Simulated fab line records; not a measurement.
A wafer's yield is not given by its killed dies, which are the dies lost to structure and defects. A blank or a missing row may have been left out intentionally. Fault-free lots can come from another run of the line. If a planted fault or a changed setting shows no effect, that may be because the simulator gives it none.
A struck lot beside a sound one | flow n5Finfet | 15 steps out of a route of 1938
Sound: these wafers, L714.2, L714.5, L714.6. Wafers struck: L728.1, L728.2, L728.3. The cause comes at the end.
Each step with rows lists, per side, the tool, then ch with its chambers, then its first start. Under that, the readings that differ: sound wafers | struck wafers | difference of the means | sigmas: that difference in standard deviations of wafers without a fault.
alike: a reading whose means differ by less than 2 such deviations, as well as words and numbers matching on both sides. not compared: withheld readings; readings where some wafer has no value; bounds like >300 that might hide an equal value; numbers whose values overlap and for which the record gives no deviation.
Wherever a step has rows on one side only, a row that says differs or no value, or a row with sigmas, the two part there. When numbers do not overlap yet have no deviation, they are printed without sigmas and do not part them. Lack of a reading on every wafer of one side parts them only where that side has two or more wafers.

N5_BEOL_M5_CD_MEAS_28: target cd 30.6 nm, target cd y 20 nm.
  sound on cdSem-03 ch 0, day 9 12:48; struck on cdSem-03 ch 0, day 13 05:36
  alike: cdNm
N5_BEOL_M5_OVL_MEAS_29:
  sound on overlay-02 ch 0, day 9 12:50; struck on overlay-02 ch 0, day 13 05:38
  alike: V4_OVL
N5_BEOL_M5_INSPECT_30: inspects for defects (brightfield).
  sound: defectInspect-02 at day 9 12:53; struck: defectInspect-01 at day 13 05:41
  alike: rawDefectCount
then, 1 step without rows for these wafers: N5_BEOL_M5_DESCUM_33 (chemistry O2, time 7 s).
N5_BEOL_M5_ETCH_75: etches underlayer in N2/H2, target depth 6.5 nm, time 5.2 s.
  sound on rieDiel-01 ch 2,3, day 9 13:20; struck on rieDiel-05 ch 0,2,3, day 13 05:46
reading                  | sound       | struck      | difference | sigmas
drypumpMotorCurrentA (A) | 5.2 5.2 5.7 | 6.4 6.2 6.1 | +0.9       | +2
  alike: biasW, etchRfOnTimeS, oesProductAu, rfVppV, showerheadPlenumPTorr, throttleValvePct
  not compared: rfHoursCounterH
N5_BEOL_M5_ETCH_67: etches SiARC in CF4, target depth 15.6 nm, time 26 s.
  sound on rieDiel-01 ch 2,3, day 9 13:21; struck on rieDiel-05 ch 0,2,3, day 13 05:47
reading                  | sound       | struck      | difference | sigmas
drypumpMotorCurrentA (A) | 5.2 5.2 5.6 | 6.4 6.2 6.2 | +0.9       | +2
  alike: biasW, etchRfOnTimeS, oesProductAu, rfVppV, showerheadPlenumPTorr, throttleValvePct
  not compared: rfHoursCounterH
then, 3 steps without rows for these wafers: N5_BEOL_M5_ETCH_68 (etches SOC in N2/H2, target depth 80 nm, overetch 16 nm, time 120 s); N5_BEOL_M5_STRIP_69 (strips in N2/H2); N5_BEOL_M5_STRIP_76 (strips in N2/H2).
N5_BEOL_M5_VIA_ETCH_34: etches SiCOH lowk in C4F6/O2, target depth 88.3 nm, time 39.2 s.
  sound on rieDiel-01 ch 2,3, day 9 13:29; struck on rieDiel-05 ch 0,2,3, day 13 05:55
reading                  | sound       | struck      | difference | sigmas
drypumpMotorCurrentA (A) | 5.2 5.2 5.6 | 6.4 6.2 6.2 | +0.9       | +2
  alike: biasW, oesProductAu, rfVppV, showerheadPlenumPTorr, throttleValvePct
  not compared: rfHoursCounterH
then, 1 step without rows for these wafers: N5_BEOL_M5_STRIP_85 (strips in C4F6/O2).
N5_BEOL_M5_STRIP_36: strips in N2/H2.
  sound on rieDiel-01 ch 2,3, day 9 13:31; struck on rieDiel-05 ch 0,2,3, day 13 05:58
reading                  | sound       | struck      | difference | sigmas
drypumpMotorCurrentA (A) | 5.2 5.2 5.6 | 6.4 6.2 6.2 | +0.9       | +2
  alike: oesProductAu, rfVppV, showerheadPlenumPTorr, throttleValvePct
  not compared: rfHoursCounterH
N5_BEOL_M5_TRENCH_ETCH_37: etches SiCOH lowk in C4F6/O2, target depth 71.652 nm, time 24.7 s.
  sound on rieDiel-01 ch 2,3, day 9 13:34; struck on rieDiel-05 ch 0,2,3, day 13 06:00
reading                  | sound             | struck            | difference | sigmas
biasW (W)                | 185.3 185.1 185.5 | 195.8 195.8 196.7 | +10.8      | +21
drypumpMotorCurrentA (A) | 5.3 5.2 5.6       | 6.4 6.2 6.2       | +0.9       | +2
rfVppV (V)               | 672 672 662       | 693 719 714       | +40        | +4
  alike: oesProductAu, showerheadPlenumPTorr, throttleValvePct
  not compared: rfHoursCounterH
N5_BEOL_M5_ETCH_41: etches SiCN in CH3F/O2, target depth 31.5 nm, time 56.7 s.
  sound on rieDiel-01 ch 2,3; struck on rieDiel-05 ch 0,2,3
reading                  | sound       | struck      | difference | sigmas
drypumpMotorCurrentA (A) | 5.2 5.2 5.6 | 6.4 6.2 6.2 | +0.9       | +2
  alike: CH3F_flow_sccm, biasW, oesProductAu, rfVppV, showerheadPlenumPTorr, throttleValvePct
  not compared: rfHoursCounterH
then, 1 step without rows for these wafers: N5_PASSIVATION_PROBE_49.

WHERE THEY PART
Earliest at N5_BEOL_M5_ETCH_75; latest, in this record, at N5_BEOL_M5_ETCH_41.

WHY: what the simulator had put in
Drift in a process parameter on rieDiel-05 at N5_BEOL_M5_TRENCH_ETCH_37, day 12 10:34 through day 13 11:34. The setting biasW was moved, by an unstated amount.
